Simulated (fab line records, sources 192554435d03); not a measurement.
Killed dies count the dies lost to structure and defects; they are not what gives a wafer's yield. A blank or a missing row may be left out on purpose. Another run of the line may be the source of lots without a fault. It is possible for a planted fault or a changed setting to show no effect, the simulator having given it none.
The tool behind it: which one? | flow n5-finfet | 66 wafers from 22 lots sampled at 5 of the route's 1938 steps

== WHAT THE GAUGES READ, wafer by wafer ==
N5_MOL_CONTACT_COAG_CD_MEAS_40 targets a cd of 25.1 nm.
lot  | measured     | on        | cd-nm (nm)
L074 | day 5 17:06  | cd-sem-02 | 24.90 25.32 24.60
L076 | day 5 19:44  | cd-sem-01 | 24.74 25.16 25.02
L075 | day 5 20:47  | cd-sem-03 | 24.92 25.04 24.74
L077 | day 5 21:41  | cd-sem-02 | 25.41 24.95 25.11
L078 | day 6 08:19  | cd-sem-02 | 24.87 25.27 25.22
L079 | day 6 13:57  | cd-sem-03 | 25.67 25.02 25.12
L080 | day 6 21:12  | cd-sem-03 | 24.71 25.27 25.33
L081 | day 7 03:43  | cd-sem-03 | 25.40 24.95 25.01
L082 | day 7 07:58  | cd-sem-02 | 25.28 25.23 25.35
L083 | day 7 12:37  | cd-sem-03 | 25.12 25.23 25.12
L085 | day 8 06:43  | cd-sem-01 | 25.09 24.93 25.05
L086 | day 8 08:59  | cd-sem-02 | 24.83 25.35 25.33
L087 | day 8 12:37  | cd-sem-01 | 25.46 25.61 24.98
L088 | day 8 15:46  | cd-sem-03 | 25.34 25.02 24.80
L089 | day 9 02:02  | cd-sem-03 | 25.32 25.44 25.08
L090 | day 9 05:27  | cd-sem-02 | 24.88 24.98 25.07
L091 | day 9 08:30  | cd-sem-03 | 24.97 25.44 25.39
L092 | day 9 16:52  | cd-sem-01 | 25.44 25.46 25.52
L094 | day 10 09:51 | cd-sem-03 | 24.67 24.85 24.78
L095 | day 10 13:35 | cd-sem-01 | 25.60 25.58 25.36
L096 | day 10 16:14 | cd-sem-01 | 25.07 24.66 24.63
L097 | day 11 01:50 | cd-sem-01 | 25.24 25.39 25.29

== TOOL THAT RAN EACH LOT (tool first, then ch and the chambers of the sampled wafers, then the start) ==
lot  | N5_MOL_CONTACT_COAG_SPUTTER_130 | N5_MOL_CONTACT_COAG_ETCH_90        | N5_MOL_CONTACT_COAG_ALD_131       | N5_MOL_CONTACT_COAG_VIA_ETCH_46
L074 | pvd-sputter-02, day 5 11:40     | rie-diel-04 ch 1,3, day 5 15:46    | ald-sin-04 ch 0,1, day 5 15:59    | rie-diel-05 ch 0,1,2, day 5 16:19
L076 | pvd-sputter-03, day 5 13:26     | rie-diel-04 ch 0,3, day 5 18:17    | ald-sin-04 ch 2,3, day 5 18:26    | rie-diel-04 ch 0,3, day 5 19:05
L075 | pvd-sputter-02, day 5 13:31     | rie-diel-05 ch 0,1, day 5 19:33    | ald-sin-01 ch 0,3, day 5 19:38    | rie-diel-05 ch 1,2, day 5 20:01
L077 | pvd-sputter-02, day 5 14:18     | rie-diel-05 ch 0,1,2, day 5 20:14  | ald-sin-03 ch 0,1, day 5 20:19    | rie-diel-05 ch 0,1,2, day 5 20:55
L078 | pvd-sputter-03, day 6 02:51     | rie-diel-01 ch 1,3, day 6 07:13    | ald-sin-03 ch 1,3, day 6 07:17    | rie-diel-04 ch 1,2,3, day 6 07:38
L079 | pvd-sputter-02, day 6 08:24     | rie-diel-05 ch 0,2,3, day 6 12:47  | ald-sin-01 ch 0,2,3, day 6 12:52  | rie-diel-05 ch 0,3, day 6 13:17
L080 | pvd-sputter-03, day 6 14:31     | rie-diel-04 ch 1,2,3, day 6 19:58  | ald-sin-04 ch 0,2, day 6 20:02    | rie-diel-05 ch 1,3, day 6 20:25
L081 | pvd-sputter-03, day 6 22:22     | rie-diel-01 ch 0,1,3, day 7 02:37  | ald-sin-04 ch 1,2,3, day 7 02:42  | rie-diel-01 ch 1,2, day 7 03:04
L082 | pvd-sputter-02, day 7 01:46     | rie-diel-01 ch 1,2,3, day 7 06:53  | ald-sin-03 ch 0,2, day 7 06:58    | rie-diel-01 ch 0,1,2, day 7 07:19
L083 | pvd-sputter-03, day 7 07:22     | rie-diel-01 ch 0,1,2, day 7 11:25  | ald-sin-01 ch 0,1, day 7 11:29    | rie-diel-01 ch 0,1,2, day 7 11:50
L085 | pvd-sputter-01, day 8 00:51     | rie-diel-01 ch 0,2, day 8 05:37    | ald-sin-03 ch 0,2,3, day 8 05:44  | rie-diel-01 ch 1,3, day 8 06:04
L086 | pvd-sputter-01, day 8 03:11     | rie-diel-05 ch 2,3, day 8 07:50    | ald-sin-01 ch 1,2,3, day 8 07:59  | rie-diel-01 ch 2,3, day 8 08:20
L087 | pvd-sputter-01, day 8 06:04     | rie-diel-04 ch 1,3, day 8 11:21    | ald-sin-04 ch 2,3, day 8 11:26    | rie-diel-01 ch 0,1, day 8 11:51
L088 | pvd-sputter-02, day 8 08:28     | rie-diel-04 ch 0,3, day 8 14:24    | ald-sin-01 ch 0,2, day 8 14:29    | rie-diel-05 ch 0,1,3, day 8 14:59
L089 | pvd-sputter-01, day 8 20:49     | rie-diel-04 ch 2,3, day 9 00:58    | ald-sin-04 ch 0,1,2, day 9 01:02  | rie-diel-05 ch 0,1, day 9 01:22
L090 | pvd-sputter-01, day 9 00:19     | rie-diel-05 ch 0,1,2, day 9 04:21  | ald-sin-03 ch 0,3, day 9 04:26    | rie-diel-04 ch 0,1,2, day 9 04:48
L091 | pvd-sputter-01, day 9 03:30     | rie-diel-04 ch 1,2, day 9 07:26    | ald-sin-03 ch 1,2, day 9 07:31    | rie-diel-04 ch 1,2, day 9 07:50
L092 | pvd-sputter-02, day 9 09:33     | rie-diel-05 ch 0,2,3, day 9 15:02  | ald-sin-04 ch 1,2, day 9 15:07    | rie-diel-04 ch 2, day 9 15:56
L094 | pvd-sputter-02, day 10 04:17    | rie-diel-04 ch 2,3, day 10 08:41   | ald-sin-03 ch 0,2,3, day 10 08:51 | rie-diel-05 ch 1,2,3, day 10 09:11
L095 | pvd-sputter-03, day 10 07:19    | rie-diel-01 ch 0,3, day 10 11:47   | ald-sin-04 ch 1,2, day 10 12:23   | rie-diel-04 ch 2, day 10 12:49
L096 | pvd-sputter-02, day 10 10:30    | rie-diel-01 ch 0,2,3, day 10 14:41 | ald-sin-03 ch 1,2, day 10 14:56   | rie-diel-04 ch 2,3, day 10 15:22
L097 | pvd-sputter-01, day 10 20:06    | rie-diel-05 ch 0,2,3, day 11 00:09 | ald-sin-03 ch 0,1,2, day 11 00:41 | rie-diel-05 ch 2,3, day 11 01:04
- N5_MOL_CONTACT_COAG_SPUTTER_130: material Co, target thk 47.5 nm.
- N5_MOL_CONTACT_COAG_ETCH_90: etches SiARC in CF4, target depth 13 nm, time 21.7 s.
- N5_MOL_CONTACT_COAG_ALD_131: deposits SiO2, target thk 5 nm, pulse time 1 s, co reactant pulse time 1 s.
- N5_MOL_CONTACT_COAG_VIA_ETCH_46: etches SiO2 in C4F6/O2, target depth 46 nm, overetch 9.2 nm, time 40 s.

== AS READ BY THE TOOLS THEMSELVES (means over the sampled wafers that have a number; for cases with no such wafer, the mark the record gives instead) ==
N5_MOL_CONTACT_COAG_SPUTTER_130.
lot  | tool           | throttle-valve-pct (%)
L074 | pvd-sputter-02 | 30.0
L076 | pvd-sputter-03 | 30.2
L075 | pvd-sputter-02 | 29.9
L077 | pvd-sputter-02 | 29.8
L078 | pvd-sputter-03 | 31.3
L079 | pvd-sputter-02 | 30.6
L080 | pvd-sputter-03 | 30.0
L081 | pvd-sputter-03 | 30.9
L082 | pvd-sputter-02 | 30.0
L083 | pvd-sputter-03 | 30.8
L085 | pvd-sputter-01 | 30.9
L086 | pvd-sputter-01 | 30.6
L087 | pvd-sputter-01 | 30.0
L088 | pvd-sputter-02 | 30.6
L089 | pvd-sputter-01 | 30.9
L090 | pvd-sputter-01 | 31.1
L091 | pvd-sputter-01 | 30.8
L092 | pvd-sputter-02 | 30.2
L094 | pvd-sputter-02 | 30.1
L095 | pvd-sputter-03 | 30.2
L096 | pvd-sputter-02 | 30.2
L097 | pvd-sputter-01 | 29.7

N5_MOL_CONTACT_COAG_ETCH_90.
lot  | tool        | bias-w (W) | drypump-motor-current-A (A) | etch-rf-on-time-s (s) | oes-product-au (a.u.) | rf-vpp-V (V) | showerhead-plenum-p-Torr (Torr) | throttle-valve-pct (%)
L074 | rie-diel-04 | 36.03      | 6.1                         | 21.2                  | 0.75                  | 185.3        | 2.18                            | 15.54
L076 | rie-diel-04 | 36.02      | 5.3                         | 21.4                  | 0.61                  | 184.2        | 2.14                            | 15.80
L075 | rie-diel-05 | 36.11      | 5.9                         | 21.6                  | 0.68                  | 184.7        | 2.18                            | 15.46
L077 | rie-diel-05 | 35.95      | 5.9                         | 22.0                  | 0.70                  | 183.9        | 2.16                            | 15.52
L078 | rie-diel-01 | 36.02      | 6.2                         | 22.5                  | 0.62                  | 184.1        | 2.13                            | 15.53
L079 | rie-diel-05 | 36.01      | 6.0                         | 21.4                  | 0.78                  | 184.9        | 2.24                            | 15.27
L080 | rie-diel-04 | 35.99      | 5.9                         | 21.3                  | 0.70                  | 185.5        | 2.18                            | 15.55
L081 | rie-diel-01 | 35.98      | 6.2                         | 22.1                  | 0.65                  | 184.3        | 2.17                            | 15.57
L082 | rie-diel-01 | 35.94      | 5.9                         | 22.0                  | 0.62                  | 184.2        | 2.13                            | 15.58
L083 | rie-diel-01 | 35.95      | 5.9                         | 21.8                  | 0.64                  | 184.3        | 2.17                            | 15.62
L085 | rie-diel-01 | 36.00      | 6.0                         | 22.1                  | 0.68                  | 184.8        | 2.22                            | 15.47
L086 | rie-diel-05 | 36.04      | 6.4                         | 21.4                  | 0.76                  | 184.4        | 2.23                            | 15.32
L087 | rie-diel-04 | 35.99      | 6.1                         | 21.6                  | 0.71                  | 185.0        | 2.18                            | 15.58
L088 | rie-diel-04 | 35.88      | 5.3                         | 21.5                  | 0.59                  | 183.8        | 2.13                            | 15.85
L089 | rie-diel-04 | 36.03      | 5.7                         | 21.1                  | 0.63                  | 184.7        | 2.18                            | 15.65
L090 | rie-diel-05 | 36.09      | 5.9                         | 21.7                  | 0.73                  | 185.6        | 2.23                            | 15.43
L091 | rie-diel-04 | 36.01      | 6.1                         | 21.7                  | 0.72                  | 183.7        | 2.17                            | 15.54
L092 | rie-diel-05 | 35.99      | 6.1                         | 21.7                  | 0.72                  | 185.0        | 2.23                            | 15.33
L094 | rie-diel-04 | 36.07      | 5.7                         | 21.1                  | 0.62                  | 183.9        | 2.17                            | 15.68
L095 | rie-diel-01 | 36.04      | 6.3                         | 21.9                  | 0.66                  | 185.0        | 2.21                            | 15.49
L096 | rie-diel-01 | 36.13      | 6.1                         | 22.3                  | 0.64                  | 184.0        | 2.16                            | 15.50
L097 | rie-diel-05 | 36.19      | 6.1                         | 21.6                  | 0.70                  | 184.6        | 2.22                            | 15.37

N5_MOL_CONTACT_COAG_ALD_131.
lot  | tool       | heater-power-w (W) | precursor-pulse-height-rel
L074 | ald-sin-04 | 73                 | 0.993
L076 | ald-sin-04 | 82                 | 1.020
L075 | ald-sin-01 | 86                 | 1.002
L077 | ald-sin-03 | 74                 | 1.005
L078 | ald-sin-03 | 76                 | 1.001
L079 | ald-sin-01 | 91                 | 0.992
L080 | ald-sin-04 | 77                 | 1.031
L081 | ald-sin-04 | 79                 | 1.008
L082 | ald-sin-03 | 74                 | 1.004
L083 | ald-sin-01 | 80                 | 1.002
L085 | ald-sin-03 | 78                 | 0.997
L086 | ald-sin-01 | 84                 | 1.010
L087 | ald-sin-04 | 83                 | 0.994
L088 | ald-sin-01 | 93                 | 1.005
L089 | ald-sin-04 | 79                 | 1.017
L090 | ald-sin-03 | 80                 | 1.004
L091 | ald-sin-03 | 76                 | 1.018
L092 | ald-sin-04 | 81                 | 0.982
L094 | ald-sin-03 | 77                 | 0.991
L095 | ald-sin-04 | 86                 | 0.979
L096 | ald-sin-03 | 75                 | 0.971
L097 | ald-sin-03 | 74                 | 1.003

N5_MOL_CONTACT_COAG_VIA_ETCH_46.
lot  | tool        | bias-w (W) | drypump-motor-current-A (A) | oes-product-au (a.u.) | rf-vpp-V (V) | showerhead-plenum-p-Torr (Torr) | throttle-valve-pct (%)
L074 | rie-diel-05 | 453.8      | 5.9                         | 0.73                  | 1597         | 2.86                            | 40.7
L076 | rie-diel-04 | 456.0      | 5.3                         | 0.63                  | 1539         | 2.81                            | 40.5
L075 | rie-diel-05 | 454.0      | 6.1                         | 0.68                  | 1631         | 2.75                            | 40.9
L077 | rie-diel-05 | 456.0      | 5.9                         | 0.74                  | 1595         | 2.86                            | 40.7
L078 | rie-diel-04 | 454.3      | 5.9                         | 0.73                  | 1612         | 2.89                            | 41.0
L079 | rie-diel-05 | 455.6      | 6.0                         | 0.79                  | 1561         | 3.02                            | 40.7
L080 | rie-diel-05 | 455.6      | 6.5                         | 0.85                  | 1619         | 3.03                            | 41.4
L081 | rie-diel-01 | 455.9      | 5.7                         | 0.64                  | 1616         | 2.82                            | 40.5
L082 | rie-diel-01 | 454.7      | 5.9                         | 0.68                  | 1599         | 2.88                            | 41.0
L083 | rie-diel-01 | 455.8      | 5.9                         | 0.68                  | 1599         | 2.88                            | 41.0
L085 | rie-diel-01 | 454.1      | 6.1                         | 0.63                  | 1608         | 2.79                            | 40.9
L086 | rie-diel-01 | 456.2      | 5.9                         | 0.66                  | 1618         | 2.83                            | 40.0
L087 | rie-diel-01 | 454.7      | 6.0                         | 0.65                  | 1592         | 2.86                            | 41.5
L088 | rie-diel-05 | 455.7      | 6.2                         | 0.78                  | 1604         | 3.01                            | 41.1
L089 | rie-diel-05 | 454.0      | 6.0                         | 0.78                  | 1633         | 3.01                            | 41.3
L090 | rie-diel-04 | 454.4      | 5.7                         | 0.71                  | 1569         | 2.84                            | 41.0
L091 | rie-diel-04 | 455.2      | 6.1                         | 0.76                  | 1583         | 2.89                            | 41.2
L092 | rie-diel-04 | 454.6      | 5.7                         | 0.69                  | 1667         | 2.85                            | 41.4
L094 | rie-diel-05 | 455.2      | 6.2                         | 0.77                  | 1618         | 2.96                            | 41.2
L095 | rie-diel-04 | 455.4      | 5.7                         | 0.68                  | 1667         | 2.84                            | 41.4
L096 | rie-diel-04 | 454.5      | 5.7                         | 0.66                  | 1652         | 2.85                            | 41.1
L097 | rie-diel-05 | 454.0      | 6.4                         | 0.76                  | 1591         | 2.97                            | 41.0

== THE ANSWER, worked out from the rows above alone ==
Rule: what is usual is taken from the lots themselves. The widest of any qualifying gaps counts: lots, ordered by their means at a reading, are off when they make up no more than a third of the lots, leave a main group of 4 or more, and stand apart from it by 3 or more times the standard deviation of that group's means. If all means in a main group match to the digits the tables above print for the reading, that group is not used. A lot without any number at a reading at which 4 lots or more have one is off too. Any other lot the step has rows for is counted as sound. After the gauges, taken in route order, come the tools' own readings; for these a lot's mean is taken, as printed above. The first step at which some lot is off is used, and at that step the reading that is off furthest; a lot without a number counts as furthest.
No lot is off on any of the readings shown, so nothing can be concluded from this.

== WHAT THE SIMULATOR HAD PUT IN ==
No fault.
